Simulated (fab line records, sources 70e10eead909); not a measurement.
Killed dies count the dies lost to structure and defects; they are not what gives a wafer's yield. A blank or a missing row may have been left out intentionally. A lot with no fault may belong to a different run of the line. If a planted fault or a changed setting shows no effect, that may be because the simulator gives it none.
fab line records	flow nand_harc
record lots=12	wafers=36	last_day=33
route steps=1302 shown P_BONDPAD@386 A_ZERO_WELL@405 A_ONON_D1@427 END@1302
lots that met no fault: from a run of the same line without faults
start_h: the number of hours between the record's first day and the start of the first shown wafer of the lot	wait_h: hours since the lot's step before	" same as the row above	L1.1+2: a row that stands for several wafers	- value missing, or start not given	* or withheld: withheld	< > ~ a bound
route shown NAME@n: a module of which the file shows steps, and the number in the route of the first	usual: mean/standard deviation taken from wafers without a fault	same: alike in all rows	chamber/n: place in a boat	sites: the reading at each site	_std_site: standard deviation of those values	_edge_site: the outer-site mean with the inner-site mean subtracted	radius_mm: for every site, how far away it sits from the centre of the wafer	mask NAME#n: copy n	behind: tool/chamber where the wafer was last shaped	hold: reason for holding the lot/hours on hold/outcome of the hold	device: the n, p or np transistor that did not switch	end of line: the same wafers' tests at the end of the route	step lacking rows: just its recipe	killed: not the wafer's yield, but the dies lost to structure and defects at the first sort	map: a wafer's dies, marking killed ones x, the rest . and places with no die _
set.NAME: the setting as run; set.NAME@STEP: as run at that earlier step	model.NAME: the simulator's own value behind a step, which no gauge read
steps of the route over a sample of lots; a table a step, a row a wafer
services: from which hour (start_h, from the record's first day; less than 0 if before it) a tool's chamber was out of use, for how many hours, and why
## steps
# step NHARC_P_BONDPAD_ACTIVATE_29
# recipe time_s=60	n2_flow_sccm=200	ar_flow_sccm=0	bias_power_w=0	chemistry=N2
# usual drypump_motor_current_A=5.7/0.52	oes_product_au=1.002/0.012	rf_vpp_V=64.0/0.87	showerhead_plenum_p_Torr=1.77/0.064
lot.wafer	tool	chamber	start_h	wait_h	drypump_motor_current_A	oes_product_au	rf_hours_counter_h	rf_vpp_V	showerhead_plenum_p_Torr
L220.1	rie_diel-06	2	139.77	0.1	5.8	1.008	0	65.0	1.78
L220.2	"	0	"	"	5.5	1.009	0	64.5	1.82
L220.5	"	2	"	"	5.8	1.009	-	66.1	1.78
L221.2	rie_diel-09	1	140.57	0.1	4.9	1.013	6	64.6	1.85
L221.4	"	2	"	"	5.8	0.980	6	65.0	1.88
L221.5	"	0	"	"	6.6	1.000	-	62.8	1.67
L222.4	rie_diel-12	3	152.77	0.1	6.3	0.978	2	63.8	1.69
L222.3	"	2	"	"	6.2	0.988	2	63.9	1.75
L222.5	"	0	"	"	5.7	0.987	-	62.9	1.83
L224.2	rie_diel-09	0	175.35	0.1	6.6	1.014	1	62.4	1.67
L224.1	"	2	"	"	5.9	0.987	1	64.8	1.88
L224.5	"	1	"	"	4.9	1.001	-	64.6	1.85
L225.1	rie_diel-12	0	186.22	0.1	5.7	1.007	4	64.2	1.83
L225.3	"	1	"	"	4.9	1.020	4	63.8	1.79
L225.4	"	0	"	"	5.8	1.004	-	63.0	1.83
L231.4	rie_diel-12	3	244.02	0.1	6.2	0.984	7	62.6	1.69
L231.6	"	1	"	"	4.9	1.018	-	64.7	1.79
L231.5	"	2	"	"	6.2	0.999	-	64.4	1.75
L232.4	rie_diel-12	1	255.12	0.1	4.9	1.019	7	64.4	1.79
L232.3	"	3	"	"	6.2	0.989	7	63.5	1.69
L232.6	"	0	"	"	5.7	1.016	-	63.3	1.83
L236.3	rie_diel-06	1	302.69	0.1	5.5	1.011	4	62.4	1.69
L236.4	"	2	"	"	5.8	1.004	5	63.5	1.77
L236.5	"	1	"	"	5.5	1.013	-	64.6	1.69
L240.2	rie_diel-06	3	338.34	0.1	5.3	0.990	1	64.1	1.78
L240.1	"	1	"	"	5.5	1.010	0	63.0	1.69
L240.5	"	3	"	"	5.3	0.987	-	64.4	1.78
L241.2	rie_diel-06	0	345.43	0.1	5.5	0.991	1	63.3	1.82
L241.3	"	2	"	"	5.8	0.987	1	64.5	1.77
L241.5	"	1	"	"	5.5	1.010	-	63.0	1.69
L243.3	rie_diel-06	0	374.60	0.1	5.5	1.004	1	64.1	1.82
L243.4	"	1	"	"	5.5	1.000	1	64.0	1.69
L243.6	"	0	"	"	5.5	0.996	-	63.9	1.82
L242.3	rie_diel-09	1	375.23	0.1	4.9	1.014	2	64.6	1.84
L242.6	"	0	"	"	6.6	0.999	-	64.5	1.66
L242.5	"	1	"	"	4.9	1.020	-	64.2	1.84
# step NHARC_A_ZERO_WELL_ETCH_13
# recipe target_depth_a=1200	time_s=40.1	hbr_flow_sccm=150	cl2_flow_sccm=50	rf_w=400	icp_w=400	bias_w=100	chemistry=HBr/Cl2
# usual drypump_motor_current_A=5.7/0.35	oes_product_au=0.996/0.012	throttle_valve_pct=26.406/0.0091
lot.wafer	tool	chamber	start_h	wait_h	drypump_motor_current_A	oes_product_au	rf_hours_counter_h	throttle_valve_pct
L220.1	rie_si-03	2	141.44	-	5.4	1.003	0.68	26.410
L220.2	"	3	"	"	5.5	0.972	0.51	26.389
L220.5	"	1	"	"	5.4	1.013	-	26.426
L221.2	rie_si-06	3	142.23	-	5.5	0.989	0.39	26.412
L221.4	"	1	"	"	6.3	0.990	0.36	26.392
L221.5	"	2	"	"	5.5	0.991	-	26.407
L222.3	rie_si-06	0	154.25	-	5.9	0.984	0.38	26.399
L222.4	"	2	"	"	5.5	0.985	0.49	26.407
L222.5	"	0	"	"	5.9	0.979	-	26.393
L224.2	rie_si-06	2	176.95	-	5.5	0.986	0.59	26.412
L224.1	"	3	"	"	5.5	0.995	0.54	26.394
L224.5	"	2	"	"	5.5	0.982	-	26.404
L225.4	rie_si-06	1	187.84	-	6.3	0.980	0.64	26.413
L225.1	"	3	"	"	5.5	1.011	0.63	26.400
L225.3	"	0	"	"	5.9	0.983	0.54	26.412
L231.4	rie_si-05	2	245.48	-	5.3	1.006	0.72	26.400
L231.6	"	1	"	"	5.5	0.991	-	26.404
L231.5	"	2	"	"	5.2	1.011	-	26.391
L232.3	rie_si-03	0	256.75	-	5.8	1.013	0.33	26.413
L232.4	"	2	"	"	5.4	1.014	0.23	26.405
L232.6	"	3	"	"	5.5	0.989	-	26.402
L236.3	rie_si-06	2	304.17	-	5.5	0.988	0.35	26.409
L236.5	"	2	"	"	5.5	0.991	-	26.411
L236.4	"	1	"	"	6.3	0.989	-	26.398
L240.1	rie_si-03	0	339.82	-	5.8	1.018	0.71	26.403
L240.2	"	2	"	"	5.4	1.011	0.83	26.396
L240.5	"	3	"	"	5.6	0.994	-	26.419
L241.3	rie_si-03	2	347.06	-	5.4	1.012	0.86	26.402
L241.2	"	3	"	"	5.5	0.990	0.89	26.391
L241.5	"	1	"	"	5.4	1.007	-	26.415
L243.4	rie_si-06	3	376.10	-	5.5	1.003	0.82	26.416
L243.3	"	0	"	"	5.9	1.018	0.71	26.422
L243.6	"	2	"	"	5.5	0.994	-	26.392
L242.3	rie_si-03	3	376.88	-	5.5	0.978	1.10	26.414
L242.6	"	3	"	"	5.5	0.977	-	26.405
L242.5	"	0	"	"	5.8	1.001	-	26.415
# step NHARC_A_ONON_D1_THK_MEAS_05
# recipe thk_meas_gauge=ellipsometry
# usual thk_nm=1001/8.1
lot.wafer	tool	chamber	start_h	wait_h	thk_nm
L221.2	film_metro-02	-	165.17	-	1014
L221.4	"	-	"	"	1014
L221.5	"	-	"	"	1014
L220.1	film_metro-02	-	165.51	-	1019
L220.2	"	-	"	"	1017
L220.5	"	-	"	"	1017
L222.3	film_metro-01	-	178.28	-	1001
L222.4	"	-	"	"	1002
L222.5	"	-	"	"	1001
L224.1	film_metro-02	-	199.70	-	1004
L224.2	"	-	"	"	1003
L224.5	"	-	"	"	1003
L225.1	film_metro-02	-	210.62	-	1002
L225.3	"	-	"	"	1000
L225.4	"	-	"	"	1000
L231.4	film_metro-01	-	265.98	-	1001
L231.5	"	-	"	"	1000
L231.6	"	-	"	"	1001
L232.3	film_metro-01	-	280.71	-	1001
L232.4	"	-	"	"	1001
L232.6	"	-	"	"	1002
L236.3	film_metro-02	-	327.50	-	1015
L236.4	"	-	"	"	1017
L236.5	"	-	"	"	1015
L240.1	film_metro-01	-	363.96	-	1004
L240.2	"	-	"	"	1002
L240.5	"	-	"	"	1004
L241.2	film_metro-01	-	368.72	-	1000
L241.3	"	-	"	"	1000
L241.5	"	-	"	"	998
L243.3	film_metro-02	-	398.44	-	1004
L243.4	"	-	"	"	1003
L243.6	"	-	"	"	1005
L242.3	film_metro-01	-	398.52	-	1008
L242.5	"	-	"	"	1008
L242.6	"	-	"	"	1007
# step NHARC_A_ONON_D1_DEP_06
# recipe target_thk_a=10000	n2_flow_sccm=2750	n2o_flow_sccm=2000	nh3_flow_sccm=500	sih4_flow_sccm=210	temp_c=400
# usual susceptor_temp_C=400.02/0.22
lot.wafer	tool	chamber	start_h	wait_h	susceptor_temp_C
L221.2	pecvd_onon-01	0	165.28	0.1	400.25
L221.4	"	0	"	"	400.15
L221.5	"	0	"	"	400.18
L220.1	pecvd_onon-04	0	165.57	0.1	400.42
L220.2	"	0	"	"	400.19
L220.5	"	0	"	"	399.98
L222.3	pecvd_onon-01	0	178.45	0.2	400.05
L222.4	"	0	"	"	399.90
L222.5	"	0	"	"	400.00
L224.1	pecvd_onon-04	0	199.75	0.1	400.21
L224.2	"	0	"	"	399.92
L224.5	"	0	"	"	399.97
L225.1	pecvd_onon-02	0	210.68	0.1	399.70
L225.3	"	0	"	"	399.90
L225.4	"	0	"	"	399.77
L231.4	pecvd_onon-02	0	266.21	0.2	400.19
L231.5	"	0	"	"	399.95
L231.6	"	0	"	"	400.00
L232.3	pecvd_onon-02	0	280.88	0.2	399.80
L232.4	"	0	"	"	400.12
L232.6	"	0	"	"	399.94
L236.3	pecvd_onon-04	0	327.67	0.2	400.18
L236.4	"	0	"	"	400.02
L236.5	"	0	"	"	400.02
L240.1	pecvd_onon-04	0	364.02	0.1	400.10
L240.2	"	0	"	"	399.69
L240.5	"	0	"	"	399.97
L241.2	pecvd_onon-04	0	368.84	0.1	399.66
L241.3	"	0	"	"	399.54
L241.5	"	0	"	"	399.79
L243.3	pecvd_onon-02	0	398.61	0.2	400.29
L243.4	"	0	"	"	400.10
L243.6	"	0	"	"	399.83
L242.3	pecvd_onon-01	0	398.69	0.2	400.26
L242.5	"	0	"	"	400.14
L242.6	"	0	"	"	399.97
# step NHARC_A_ONON_D1_THK_MEAS_08
# recipe thk_meas_gauge=ellipsometry
# usual thk_nm=1000/9
lot.wafer	tool	chamber	start_h	wait_h	thk_nm
L221.2	film_metro-01	-	165.74	-	999
L221.4	"	-	"	"	999
L221.5	"	-	"	"	1000
L220.1	film_metro-02	-	166.08	-	997
L220.2	"	-	"	"	997
L220.5	"	-	"	"	997
L222.3	film_metro-01	-	178.85	-	996
L222.4	"	-	"	"	994
L222.5	"	-	"	"	996
L224.1	film_metro-01	-	200.26	-	1004
L224.2	"	-	"	"	1004
L224.5	"	-	"	"	1004
L225.1	film_metro-01	-	211.18	-	1004
L225.3	"	-	"	"	1004
L225.4	"	-	"	"	1005
L231.4	film_metro-01	-	266.55	-	1482
L231.5	"	-	"	"	1479
L231.6	"	-	"	"	1480
L232.3	film_metro-01	-	281.28	-	991
L232.4	"	-	"	"	1484
L232.6	"	-	"	"	1483
L236.3	film_metro-01	-	328.07	-	1007
L236.4	"	-	"	"	1007
L236.5	"	-	"	"	1006
L240.1	film_metro-01	-	364.53	-	999
L240.2	"	-	"	"	1001
L240.5	"	-	"	"	997
L241.2	film_metro-02	-	369.29	-	1008
L241.3	"	-	"	"	1010
L241.5	"	-	"	"	1009
L243.3	film_metro-01	-	399.00	-	984
L243.4	"	-	"	"	983
L243.6	"	-	"	"	985
L242.3	film_metro-02	-	399.09	-	997
L242.5	"	-	"	"	997
L242.6	"	-	"	"	999
# step NHARC_END_SORT_01
# recipe temp_c=25
# usual killed_at_array=57/19	killed_at_other=0.9/1.1	killed_at_periphery=4.0/2.6	killed_dies=62/19	killed_open=3.3/1.8	killed_short=2.4/1.7
# same gross_dies=677
lot.wafer	tool	chamber	start_h	wait_h	killed_at_array	killed_at_other	killed_at_periphery	killed_dies	killed_open	killed_short
L231.4	prober-01	0	661.23	3.4	672	2	3	677	3	6
L231.5	prober-01	0	662.03	3.7	677	0	0	677	1	2
L231.6	prober-01	0	662.83	4.0	672	0	5	677	4	2
L232.3	prober-02	0	688.43	3.1	53	1	6	60	2	0
L232.4	prober-02	0	689.23	3.4	673	0	4	677	3	0
L232.6	prober-02	0	690.82	4.0	667	1	9	677	5	1
# killed by level:class
L231.4 A_ONON_D1:area_dep=631 A_CHANNEL_HOLE_D2:chamber_film_flake=17 A_CONTACT:chamber_film_flake=6 A_CHANNEL_HOLE_D1:chamber_film_flake=5 A_ONON_D1:geometric_particle:short=4 A_STAIRCASE:chamber_film_flake=4 P_ZERO_WELL:chamber_film_flake=3 A_ONON_D1:geometric_particle:open=1
L231.5 A_ONON_D1:area_dep=646 A_CHANNEL_HOLE_D2:chamber_film_flake=16 A_STAIRCASE:chamber_film_flake=10 A_CONTACT:chamber_film_flake=2 A_ONON_D1:geometric_particle:open=1 A_CHANNEL_FILL_D1:geometric_particle:short=1 A_WL_FILL:geometric_particle:short=1
L231.6 A_ONON_D1:area_dep=628 A_CHANNEL_HOLE_D2:chamber_film_flake=15 A_STAIRCASE:chamber_film_flake=8 A_CHANNEL_HOLE_D1:chamber_film_flake=5 A_CONTACT:chamber_film_flake=5 P_ZERO_WELL:chamber_film_flake=2 A_CHANNEL_FILL_D2:chamber_film_flake=2 A_SLIT:chamber_film_flake=2
L232.3 A_CHANNEL_HOLE_D1:chamber_film_flake=39 P_GATE:chamber_film_flake=6 A_STAIRCASE:chamber_film_flake=3 A_SLIT:chamber_film_flake=3 A_M0:chamber_film_flake=3 A_CHANNEL_FILL_D2:geometric_particle:open=1 A_M0:geometric_particle:open=1 A_ZERO_WELL:chamber_film_flake=1
L232.4 A_ONON_D1:area_dep=628 A_CHANNEL_HOLE_D1:chamber_film_flake=28 A_CONTACT:chamber_film_flake=5 A_WL_FILL:chamber_film_flake=4 P_GATE:chamber_film_flake=3 A_SLIT:chamber_film_flake=2 A_STAIRCASE:chamber_film_flake=2 A_CHANNEL_HOLE_D1:geometric_particle:open=1
L232.6 A_ONON_D1:area_dep=622 A_CHANNEL_HOLE_D1:chamber_film_flake=26 P_GATE:chamber_film_flake=7 A_SLIT:chamber_film_flake=7 A_CHANNEL_HOLE_D2:chamber_film_flake=4 A_CONTACT:chamber_film_flake=3 A_ONON_D2:geometric_particle:open=2 P_GATE:geometric_particle:short=1
## services
tool	chamber	start_h	hours	kind
rie_diel-06	-	130.20	9.0	pm
pecvd_onon-04	-	130.29	13.0	pm
rie_diel-06	3	159.55	2.2	repair
rie_diel-12	2	172.46	6.1	repair
rie_diel-12	2	184.43	9.1	repair
pecvd_onon-02	-	185.00	13.0	pm
rie_si-06	0	200.33	2.7	repair
rie_diel-12	-	213.89	0.5	repair
rie_si-03	-	221.00	9.0	pm
rie_diel-12	-	223.00	1.3	repair
rie_si-06	-	249.00	9.0	pm
rie_diel-06	2	265.17	3.3	repair
rie_diel-12	-	268.40	9.0	pm
rie_diel-06	1	278.61	11.6	repair
rie_si-06	2	293.81	8.8	repair
rie_si-06	3	303.07	1.3	repair
rie_diel-06	-	307.20	9.0	pm
pecvd_onon-04	-	311.62	13.0	pm
rie_si-03	3	352.39	3.6	repair
rie_si-06	3	365.28	3.0	repair
rie_si-03	1	365.32	20.0	repair
rie_si-03	3	379.81	5.6	repair
rie_diel-06	0	389.94	2.6	repair
rie_si-03	-	398.00	9.0	pm
## key
first_sign step=NHARC_A_ONON_D1_THK_MEAS_08	reading=thk_nm	direction=up	sigmas=53	usual=1000	struck=1482
effect step=NHARC_END_SORT_01	reading=killed_dies	direction=up	sigmas=33	usual=62	struck=677
more_kills_born_at NHARC_A_ONON_D1_DEP_06@pecvd_onon-02=3155
met_at NHARC_A_ONON_D1_DEP_06
struck_lots L231,L232
struck_wafers L231.4,L231.5,L231.6,L232.4,L232.6
later_rows_left_out L231.4,L231.5,L231.6,L232.4,L232.6
tester_left_out L231,L232
not_acting_at NHARC_P_BONDPAD_ACTIVATE_29,NHARC_A_ZERO_WELL_ETCH_13,NHARC_A_ONON_D1_THK_MEAS_05
onset_between 210.68 266.21
fault kind=process_parameter_drift	tool=pecvd_onon-02	chamber=-	onset_h=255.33	steps=NHARC_A_ONON_D1_DEP_06	channel=target_thk_a	offset=*	shape=step	end_h=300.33	scope=struck_wafers_only	acts_in=*	stated=*
# tester_left_out: of these lots the tester's yield and bins aren't shown, on N5 and GAA mostly nor the transistor test; their killed dies are dies lost to structure and defects alone, not to doping, threshold or leakage, so they don't give the yield
# later_rows_left_out: the simulator's readings of these wafers behind a module that went badly wrong aren't trusted and aren't shown, but for the sort
